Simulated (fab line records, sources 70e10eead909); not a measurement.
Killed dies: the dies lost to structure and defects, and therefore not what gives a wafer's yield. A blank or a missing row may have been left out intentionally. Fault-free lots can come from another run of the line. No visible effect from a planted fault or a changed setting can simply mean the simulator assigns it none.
Which of the tools did it? ; flow nand harc ; 18 wafers from 6 lots sampled at 4 of the route's 1302 steps

## WHAT THE GAUGES READ, wafer by wafer
NHARC_A_ONON_D2_THK_MEAS_30: measures by ellipsometry.
lot;measured;on;thk nm (nm)
L645;day 13 14:22;film metro-02;1016 1016 1017
L647;day 14 09:10;film metro-01;982 980 980
L649;day 15 02:00;film metro-01;1004 1004 1004
L651;day 16 11:01;film metro-02;1014 1017 1016
L655;day 17 20:47;film metro-01;993 994 992
L663;day 21 09:27;film metro-02;409 405 408 407 407 407

## WHICH TOOL RAN EACH LOT (tool, then ch and the chambers of the sampled wafers, then the start)
lot;NHARC_A_CHANNEL_FILL_D1_ALD_25;NHARC_A_DECK1_JOINT_DEP_16;NHARC_A_ONON_D2_DEP_28
L645;ald hk-01 ch 1,3, day 11 04:17;pecvd-03 ch 0,1,2, day 13 00:52;pecvd onon-02 ch 0, day 13 13:54
L647;ald hk-03 ch 0,3, day 12 00:13;pecvd-04 ch 0,2, day 13 20:19;pecvd onon-02 ch 0, day 14 08:39
L649;ald hk-03 ch 0,2,3, day 12 17:01;pecvd-04 ch 0,1,2, day 14 12:34;pecvd onon-04 ch 0, day 15 01:30
L651;ald hk-01 ch 0,1,3, day 14 00:45;pecvd-04 ch 0,1, day 15 21:56;pecvd onon-01 ch 0, day 16 10:33
L655;ald hk-03 ch 0,2,3, day 15 09:51;pecvd-04 ch 1,2, day 17 07:59;pecvd onon-01 ch 0, day 17 20:17
L663;ald hk-01 ch 2,3, day 19 00:33;pecvd-03 ch 0,2, day 20 20:44;pecvd onon-04 ch 0, day 21 08:59
- NHARC_A_CHANNEL_FILL_D1_ALD_25: deposits SiOx, target thk 60 nm, pulse time 10 s, ald cycles 600.
- NHARC_A_DECK1_JOINT_DEP_16: deposits SiO2, target thk 45 nm.
- NHARC_A_ONON_D2_DEP_28: target thk 1000 nm.

## THE ANSWER, worked out from the rows above alone
Rule: usual is defined by the lots themselves. The widest of any qualifying gaps counts: lots, ordered by their means at a reading, are off when they make up no more than a third of the lots, leave a main group of 4 or more, and stand apart from it by 3 or more times the standard deviation of that group's means. The tables above print the reading to a certain number of digits; a main group whose means all agree to those digits is not used. Also off: a lot with no number at a reading for which 4 or more lots have one. The other lots that the step has rows for count as sound.
Off: L663 (NHARC_A_ONON_D2_THK_MEAS_30, thk nm). The main group has a mean of 1002 nm with a standard deviation of 14.
A tool fits if, at a process step before that reading, it ran every lot that is off, and no sound lot after the first of them. Gauges at NHARC_A_ONON_D2_THK_MEAS_30: tried the same way as those tools. Can't be told from this: 4 tools fit, ald hk-01 at NHARC_A_CHANNEL_FILL_D1_ALD_25, pecvd-03 at NHARC_A_DECK1_JOINT_DEP_16, pecvd onon-04 at NHARC_A_ONON_D2_DEP_28, film metro-02 at NHARC_A_ONON_D2_THK_MEAS_30.

## WHAT WAS PUT IN BY THE SIMULATOR
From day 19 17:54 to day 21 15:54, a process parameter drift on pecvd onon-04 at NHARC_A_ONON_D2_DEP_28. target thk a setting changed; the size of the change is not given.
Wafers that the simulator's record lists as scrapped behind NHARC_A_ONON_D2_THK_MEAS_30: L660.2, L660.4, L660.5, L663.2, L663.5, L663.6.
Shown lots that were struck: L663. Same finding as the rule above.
